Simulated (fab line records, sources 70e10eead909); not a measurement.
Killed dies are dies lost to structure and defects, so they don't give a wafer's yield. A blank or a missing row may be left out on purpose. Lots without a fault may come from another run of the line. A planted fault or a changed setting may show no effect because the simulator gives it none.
Problem report in the 8D (eight disciplines) form, filled by code | flow nand_harc | the parts of the form that need people (team, actions taken, sign-off) are left out

1. THE PROBLEM
thk_nm at NHARC_A_ONON_D2_THK_MEAS_11 reads a mean of 700 nm on 6 wafers of 2 lots; wafers without a fault read 997 nm with a standard deviation of 8.2. That is -36 standard deviations from the usual mean.
The step: measures by ellipsometry.
First seen on wafer L808.2, day 18 17:29, on film_metro-02. The record holds 36 wafers of 12 lots with a number at this step. Rule for "out", or "out of limits": more than 4 standard deviations from the usual mean. The other wafers with a number count as sound.

2. WHAT IT IS AND WHAT IT IS NOT
question                    | is                           | is not
which readings at this step | thk_nm                       | -
which lots                  | L808, L809                   | L795, L796, L797, L798, L799, L800, L801, L802, L813, L815
which wafers of those lots  | all that have a number       | -
read on which gauges        | film_metro-01, film_metro-02 | -
when                        | from day 18 17:29            | up to then (24 sound wafers); but 6 sound wafers of L813, L815 came after

3. SUSPECTS, AND WHAT RULES EACH OUT
Counting: a tool at a process step up to the reading stays a suspect if it ran every lot that is out and no sound lot after the first of them.
- the gauge at NHARC_A_ONON_D2_THK_MEAS_11: ruled out. The wafers that are out were read on 2 gauges (film_metro-01, film_metro-02).
- ald_hk-01 at NHARC_A_CHANNEL_FILL_D1_ALD_02 (deposits SiO2, target thk 6 nm, pulse time 10 s, ald cycles 60): ruled out as a lasting fault. Sound lots L815 ran on it after its first lot that is out, L808 (day 15 08:02).
- pecvd_onon-02 at NHARC_A_ONON_D2_DEP_09 (target thk 1000 nm): kept. It ran every lot that is out, first L808 (day 18 17:02), and no sound lot after that; its last sound lot up to then is L801 (day 16 01:25).
Left after counting: pecvd_onon-02 at NHARC_A_ONON_D2_DEP_09.

4. THE CAUSE (what the simulator had put in)
Process parameter drift: pecvd_onon-02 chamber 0, from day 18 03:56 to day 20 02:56, at NHARC_A_ONON_D2_DEP_09. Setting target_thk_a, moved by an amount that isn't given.
Counting left only this tool.

5. THE CHAIN OF EFFECTS, in route order
Each row: a reading whose mean over the struck wafers that have a number lies more than 3 standard deviations from the usual. Only readings for which the record gives a usual standard deviation are gone through. hours: the time from each lot's start at the first step in this table that gives one to its start at this step, as a median over the lots. sigmas: the change in usual standard deviations.
hours | step                        | reading         | usual  | on struck wafers | change | sigmas
0     | NHARC_A_ONON_D2_THK_MEAS_11 | thk_nm          | 997 nm | 700              | -297   | -36
290   | NHARC_END_SORT_01           | killed_at_array | 46     | 671              | +625   | +39
290   | NHARC_END_SORT_01           | killed_dies     | 51     | 677              | +626   | +37

6. WHAT WOULD HAVE CAUGHT IT SOONER
In this record the first reading out of limits at a measuring or inspecting step was taken at day 18 17:29, 14 hours after the fault began at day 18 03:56.
Of the tool readings at NHARC_A_ONON_D2_DEP_09 for which the record gives a usual standard deviation, none was out on any struck wafer, so an alarm limit of 4 standard deviations on them would not have fired.
Of the lots that are out (2), L809 began NHARC_A_ONON_D2_DEP_09 on pecvd_onon-02 after day 18 17:29. A hold on the tool at that time would have spared it.
